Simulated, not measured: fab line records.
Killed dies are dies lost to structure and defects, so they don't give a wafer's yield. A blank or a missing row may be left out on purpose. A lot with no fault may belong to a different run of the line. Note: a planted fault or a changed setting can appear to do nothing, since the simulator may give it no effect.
Which tool is to blame? | flow n5-finfet | 10 lots with 30 wafers sampled at 5 steps, on a route of 1938 steps

WHAT THE GAUGES SHOWED, per wafer
N5_BEOL_M4_RC_MEAS_101. Usual: DIBL_N 36.3 mV/V, standard deviation 1.7; DIBL_P 36.5 mV/V, standard deviation 2.1; IOFF_N 0.16 nA/um, standard deviation 0.03; IOFF_P 0.22 nA/um, standard deviation 0.035; ION_N 675 uA/um, standard deviation 11; ION_P 465 uA/um, standard deviation 7.1; SS_N 71.5 mV/dec, standard deviation 0.62; SS_P 73.3 mV/dec, standard deviation 0.64; VT_N 250 mV, standard deviation 3.1; VT_P -249.1 mV, standard deviation 3.
lot  | measured     | on        | DIBL_N (mV/V)  | DIBL_P (mV/V)  | IOFF_N (nA/um) | IOFF_P (nA/um) | ION_N (uA/um) | ION_P (uA/um) | SS_N (mV/dec)  | SS_P (mV/dec)  | VT_N (mV)   | VT_P (mV)            | flag
L820 | day 8 02:34  | prober-01 | 37.8 37.7 35.5 | 38.9 38.4 36.7 | 0.19 0.19 0.15 | 0.26 0.27 0.23 | 682 686 675   | 470 473 469   | 72.1 72.0 71.0 | 73.8 73.4 72.5 | 246 248 252 | -245.8 -246.1 -248.8 |
L821 | day 7 21:03  | prober-01 | 35.2 37.2 34.7 | 35.6 38.1 35.4 | 0.15 0.18 0.14 | 0.23 0.28 0.23 | 683 671 673   | 472 469 473   | 71.4 71.3 70.8 | 72.4 73.8 72.9 | 249 246 252 | -244.8 -244.1 -244.3 |
L823 | day 8 20:51  | prober-02 | 37.0 36.8 38.2 | 37.1 36.1 38.9 | 0.16 0.14 0.19 | 0.24 0.21 0.27 | 688 666 689   | 479 465 476   | 71.4 71.5 71.7 | 73.4 73.0 73.9 | 249 253 247 | -247.9 -248.5 -246.0 |
L825 | day 9 03:23  | prober-01 | 36.4 33.1 37.8 | 36.4 32.5 39.1 | 0.16 0.11 0.21 | 0.19 0.16 0.25 | 669 671 688   | 456 460 472   | 71.9 71.3 72.2 | 73.9 72.4 74.0 | 251 254 243 | -253.5 -256.4 -246.4 |
L827 | day 9 10:03  | prober-02 | 35.2 37.0 37.0 | 31.7 34.8 34.8 | 0.13 0.16 0.15 | 0.17 0.20 0.20 | 671 685 662   | 459 467 460   | 71.0 71.5 71.9 | 72.1 72.7 72.6 | 253 249 251 | -252.1 -252.0 -250.5 |
L834 | day 13 09:56 | prober-01 | 33.6 38.5 33.4 | 33.2 38.7 33.4 | 0.13 0.22 0.12 | 0.18 0.27 0.18 | 654 687 657   | 452 469 458   | 71.5 72.2 71.7 | 73.0 73.7 73.0 | 251 245 253 | -250.5 -247.3 -251.6 |
L835 | day 13 19:34 | prober-02 | 39.1 36.4 37.4 | 37.8 35.2 36.1 | 0.19 0.15 0.16 | 0.24 0.20 0.23 | 671 664 668   | 470 460 465   | 72.9 71.8 71.3 | 73.6 73.2 73.7 | 247 252 250 | -247.0 -249.7 -246.5 |
L840 | day 13 20:59 | prober-01 | 38.4 36.6 37.4 | 36.9 34.3 36.5 | 0.19 0.15 0.18 | 0.25 0.21 0.24 | 681 674 694   | 468 468 474   | 72.3 71.7 71.3 | 73.4 73.4 73.3 | 246 248 246 | -245.4 -246.7 -247.4 |
L842 | day 14 00:14 | prober-02 | 36.3 38.9 38.1 | 37.6 40.8 39.7 | 0.16 0.22 0.20 | 0.22 0.28 0.26 | 682 684 709   | 468 473 484   | 71.6 72.1 71.6 | 73.7 74.7 74.1 | 251 246 245 | -250.8 -246.8 -246.6 |
L843 | day 14 20:30 | prober-02 | 36.4 34.0 36.9 | 38.1 35.8 38.7 | 0.16 0.13 0.19 | 0.23 0.20 0.24 | 671 686 691   | 467 475 480   | 71.5 70.5 71.2 | 73.8 73.1 73.9 | 252 253 245 | -246.8 -248.7 -246.6 |

TOOL THAT RAN EACH LOT (tool first, then ch and the chambers of the sampled wafers, then the start)
lot  | N5_HKMG_FIN_ETCH_55               | N5_HKMG_FIN_CVD_62                      | N5_HKMG_FIN_COAT_06              | N5_HKMG_FIN_ETCH_32
L820 | rie-diel-05 ch 1,3, day 4 00:22   | thermal-cvd-si-02 ch 1,2, day 4 02:01   | litho-track-01 ch 0, day 4 03:16 | rie-diel-06 ch 0,2,3, day 4 03:40
L821 | rie-diel-05 ch 0,2,3, day 4 06:34 | thermal-cvd-si-01 ch 0,1, day 4 08:21   | litho-track-03 ch 0, day 4 09:34 | rie-diel-01 ch 0,3, day 4 10:06
L823 | rie-diel-01 ch 0,1,3, day 4 18:59 | thermal-cvd-si-01 ch 0,1,2, day 4 20:39 | litho-track-03 ch 0, day 4 21:52 | rie-diel-05 ch 1,3, day 4 22:25
L825 | rie-diel-01 ch 1,2, day 5 05:56   | thermal-cvd-si-01 ch 1,2, day 5 07:35   | litho-track-01 ch 0, day 5 08:51 | rie-diel-05 ch 0,1,2, day 5 09:23
L827 | rie-diel-06 ch 0,1, day 5 18:47   | thermal-cvd-si-01 ch 0,1, day 5 20:26   | litho-track-01 ch 0, day 5 21:37 | rie-diel-05 ch 1,2,3, day 5 22:02
L834 | rie-diel-01 ch 0,1,2, day 7 11:38 | thermal-cvd-si-02 ch 0,1,2, day 7 13:17 | litho-track-01 ch 0, day 7 14:28 | rie-diel-01 ch 0,1,2, day 7 15:01
L835 | rie-diel-01 ch 0,1,3, day 7 19:37 | thermal-cvd-si-01 ch 0,1, day 7 21:15   | litho-track-01 ch 0, day 7 22:47 | rie-diel-05 ch 0,2, day 7 23:20
L840 | rie-diel-06 ch 0,1,2, day 9 04:49 | thermal-cvd-si-02 ch 0,2, day 9 06:32   | litho-track-04 ch 0, day 9 07:49 | rie-diel-01 ch 2,3, day 9 09:10
L842 | rie-diel-06 ch 1,2,3, day 9 14:58 | thermal-cvd-si-02 ch 0,1,2, day 9 16:37 | litho-track-04 ch 0, day 9 17:50 | rie-diel-01 ch 0,2,3, day 9 18:16
L843 | rie-diel-06 ch 2,3, day 9 17:27   | thermal-cvd-si-01 ch 0,1,2, day 9 19:11 | litho-track-03 ch 0, day 9 20:20 | rie-diel-06 ch 2,3, day 9 21:11
- N5_HKMG_FIN_ETCH_55: etches SOC in N2/H2, target depth 240 nm, time 300 s.
- N5_HKMG_FIN_CVD_62: deposits a-Si from Si2H6, target thk 3 nm, time 20.8 s.
- N5_HKMG_FIN_COAT_06: resist thk 90 nm.
- N5_HKMG_FIN_ETCH_32: etches SOC in N2/H2, target depth 240 nm, time 300 s.

WHAT THE TOOLS THEMSELVES READ (means of the sampled wafers that have a number; where no wafer has one, the mark that the record gives instead)
N5_HKMG_FIN_ETCH_55. Usual: drypump-motor-current-A 5.7 A, standard deviation 0.45; oes-product-au 0.81 a.u., standard deviation 0.088; rf-vpp-V 523.8 V, standard deviation 1.9; showerhead-plenum-p-Torr 2.54 Torr, standard deviation 0.055; temp-c 40.00 C, standard deviation 0.11; throttle-valve-pct 17.81 %, standard deviation 0.29.
lot  | tool        | drypump-motor-current-A (A) | oes-product-au (a.u.) | rf-vpp-V (V) | showerhead-plenum-p-Torr (Torr) | temp-c (C) | throttle-valve-pct (%) | flag
L820 | rie-diel-05 | 6.1                         | 0.71                  | 521.8        | 2.45                            | 39.89      | 17.95                  |
L821 | rie-diel-05 | 6.1                         | 0.69                  | 524.6        | 2.55                            | 39.95      | 17.85                  |
L823 | rie-diel-01 | 5.9                         | 0.80                  | 526.1        | 2.58                            | 40.05      | 17.74                  |
L825 | rie-diel-01 | 5.6                         | 0.87                  | 522.9        | 2.53                            | 40.01      | 17.80                  |
L827 | rie-diel-06 | 5.4                         | 0.77                  | 522.8        | 2.49                            | 40.01      | 17.90                  |
L834 | rie-diel-01 | 5.7                         | 0.88                  | 524.3        | 2.55                            | 40.02      | 17.60                  |
L835 | rie-diel-01 | 5.9                         | 0.86                  | 525.0        | 2.57                            | 40.01      | 17.62                  |
L840 | rie-diel-06 | 5.1                         | 0.78                  | 523.3        | 2.53                            | 39.90      | 17.93                  |
L842 | rie-diel-06 | 5.2                         | 0.73                  | 523.1        | 2.49                            | 40.07      | 18.00                  |
L843 | rie-diel-06 | 5.3                         | 0.72                  | 522.6        | 2.51                            | 39.98      | 17.90                  |

N5_HKMG_FIN_CVD_62. Usual: 1448 W for heater-power-w, sd 220.
lot  | tool              | heater-power-w (W) | flag
L820 | thermal-cvd-si-02 | 1396               |
L821 | thermal-cvd-si-01 | 1323               |
L823 | thermal-cvd-si-01 | 1539               |
L825 | thermal-cvd-si-01 | 1631               |
L827 | thermal-cvd-si-01 | 1466               |
L834 | thermal-cvd-si-02 | 1337               |
L835 | thermal-cvd-si-01 | 1471               |
L840 | thermal-cvd-si-02 | 1257               |
L842 | thermal-cvd-si-02 | 1350               |
L843 | thermal-cvd-si-01 | 1565               |

N5_HKMG_FIN_COAT_06. Usual: 1500.1 rpm for spin-speed-rpm, sd 1.
lot  | tool           | spin-speed-rpm (rpm) | flag
L820 | litho-track-01 | 1501.1               |
L821 | litho-track-03 | 1501.6               |
L823 | litho-track-03 | 1501.1               |
L825 | litho-track-01 | 1500.9               |
L827 | litho-track-01 | 1501.2               |
L834 | litho-track-01 | 1384.2               | OFF
L835 | litho-track-01 | 1383.9               | OFF
L840 | litho-track-04 | 1500.2               |
L842 | litho-track-04 | 1499.8               |
L843 | litho-track-03 | 1499.0               |

N5_HKMG_FIN_ETCH_32. Usual: drypump-motor-current-A 5.8 A, standard deviation 0.46; oes-product-au 0.79 a.u., standard deviation 0.098; rf-vpp-V 523.6 V, standard deviation 1.8; showerhead-plenum-p-Torr 2.53 Torr, standard deviation 0.059; temp-c 40.00 C, standard deviation 0.11; throttle-valve-pct 17.82 %, standard deviation 0.29.
lot  | tool        | drypump-motor-current-A (A) | oes-product-au (a.u.) | rf-vpp-V (V) | showerhead-plenum-p-Torr (Torr) | temp-c (C) | throttle-valve-pct (%) | flag
L820 | rie-diel-06 | 5.2                         | 0.81                  | 525.2        | 2.57                            | 39.98      | 17.76                  |
L821 | rie-diel-01 | 5.9                         | 0.74                  | 524.6        | 2.60                            | 39.98      | 17.91                  |
L823 | rie-diel-05 | 6.3                         | 0.69                  | 522.1        | 2.48                            | 40.14      | 17.88                  |
L825 | rie-diel-05 | 5.9                         | 0.70                  | 522.4        | 2.52                            | 40.00      | 17.93                  |
L827 | rie-diel-05 | 6.2                         | 0.69                  | 522.7        | 2.50                            | 39.94      | 17.85                  |
L834 | rie-diel-01 | 5.7                         | 0.87                  | 524.4        | 2.55                            | 39.97      | 17.60                  |
L835 | rie-diel-05 | 5.8                         | 0.81                  | 523.6        | 2.55                            | 39.91      | 17.87                  |
L840 | rie-diel-01 | 5.7                         | 0.81                  | 522.4        | 2.53                            | 40.04      | 18.10                  |
L842 | rie-diel-01 | 5.8                         | 0.84                  | 523.7        | 2.55                            | 39.99      | 17.88                  |
L843 | rie-diel-06 | 4.9                         | 0.77                  | 524.3        | 2.54                            | 39.89      | 17.97                  |

THE ANSWER, worked out from the rows above alone
Rule: a lot counts as off when the mean over its wafers that have a number is more than 3 standard deviations away from the usual mean. A lot without any number at a reading at which 4 lots or more have one is off too. All remaining lots with rows at the step are treated as sound. Order of review: gauges by route order, followed by the tools' own readings, for which a lot's mean as printed above is used. The first step at which some lot is off is used, and at that step the reading that is off furthest; a lot without a number counts as furthest.
Off: L834, L835, at N5_HKMG_FIN_COAT_06 (spin-speed-rpm).
If a tool, at that step or one of the process steps before it, ran each lot that is off and ran no sound lot following the first of them, it fits. This does not decide it: 2 tools fit, namely rie-diel-01 at N5_HKMG_FIN_ETCH_55 and litho-track-01 at N5_HKMG_FIN_COAT_06.

WHAT THE SIMULATOR HAD INSERTED
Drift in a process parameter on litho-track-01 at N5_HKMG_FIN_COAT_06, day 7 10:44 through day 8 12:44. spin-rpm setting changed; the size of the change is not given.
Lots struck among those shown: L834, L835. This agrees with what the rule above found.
